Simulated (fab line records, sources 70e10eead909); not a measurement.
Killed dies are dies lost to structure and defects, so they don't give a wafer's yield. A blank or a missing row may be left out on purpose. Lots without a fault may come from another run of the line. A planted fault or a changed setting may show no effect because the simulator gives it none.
Chamber matching | flow nand_harc | NHARC_A_WL_FILL_STRIP_29 on rie_diel-11: 4 sister chambers
The step strips in O2, time 20 s. 18 wafers are shown with their chamber, then 9 later ones without.

WAFERS WITH THEIR CHAMBER
wafer  | chamber | showerhead_plenum_p_Torr (Torr) | oes_product_au (a.u.) | rf_vpp_V (V)
L075.1 | 3       | 3.35                            | 1.005                 | 57.2
L075.2 | 1       | 3.35                            | 0.986                 | 58.8
L075.5 | 1       | 3.35                            | 0.988                 | 58.3
L076.1 | 1       | 3.35                            | 0.992                 | 55.3
L076.4 | 3       | 3.35                            | 1.009                 | 57.7
L076.6 | 1       | 3.35                            | 0.989                 | 57.7
L078.1 | 3       | 3.35                            | 1.012                 | 56.7
L078.2 | 0       | 3.53                            | 1.016                 | 59.2
L078.3 | 1       | 3.35                            | 0.989                 | 56.1
L084.3 | 1       | 3.35                            | 0.980                 | 58.0
L084.5 | 0       | 3.53                            | 1.007                 | 56.8
L084.6 | 1       | 3.35                            | 0.992                 | 56.5
L085.1 | 0       | 3.53                            | 1.001                 | 57.6
L085.3 | 3       | 3.34                            | 1.024                 | 58.8
L085.5 | 3       | 3.34                            | 1.015                 | 56.6
L090.1 | 1       | 3.35                            | 0.983                 | 55.1
L090.3 | 2       | 3.71                            | 1.004                 | 59.1
L090.4 | 0       | 3.53                            | 0.999                 | 58.5

SIGNATURES (means of the wafers above)
reading                  | chamber 0 | chamber 1 | chamber 2 | chamber 3 | scatter within a chamber
showerhead_plenum_p_Torr | 3.5300    | 3.3500    | 3.7100    | 3.3460    | 0.00293
oes_product_au           | 1.00575   | 0.98738   | 1.00400   | 1.01300   | 0.006
rf_vpp_V                 | 58.025    | 56.975    | 59.100    | 57.400    | 1.21
Rule: a wafer's distance from a chamber is the root of the sum, over the readings, of the square of ((its reading less the chamber's mean) divided by the reading's scatter). The wafer belongs to the nearest chamber; if the next one is less than 2 further off, it can't be placed. The scatter: the root of (the sum of the squares of (reading less its chamber's mean) over the shown wafers, divided by (wafers less chambers)).

WAFERS WITHOUT THEIR CHAMBER
wafer  | showerhead_plenum_p_Torr (Torr) | oes_product_au (a.u.) | rf_vpp_V (V)
L092.1 | 3.71                            | 1.013                 | 59.0
L092.4 | 3.35                            | 0.996                 | 58.0
L092.5 | 3.53                            | 1.013                 | 56.8
L093.2 | 3.35                            | 1.001                 | 57.0
L093.4 | 3.53                            | 1.016                 | 57.4
L093.6 | 3.71                            | 1.016                 | 57.4
L097.1 | 3.35                            | 0.996                 | 58.5
L097.4 | 3.35                            | 0.994                 | 57.0
L097.5 | 3.53                            | 1.007                 | 57.6

WHICH CHAMBER EACH WENT THROUGH
wafer  | from the rows above     | in truth
L092.1 | 2                       | 2
L092.4 | can't be placed: 1 or 3 | 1
L092.5 | 0                       | 0
L093.2 | can't be placed: 1 or 3 | 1
L093.4 | 0                       | 0
L093.6 | 2                       | 2
L097.1 | can't be placed: 1 or 3 | 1
L097.4 | 1                       | 1
L097.5 | 0                       | 0
Placed correctly: 6 of 9. Can't be placed from these rows: 3 (the true chamber is among the candidates in 3). Placed wrongly: 0.
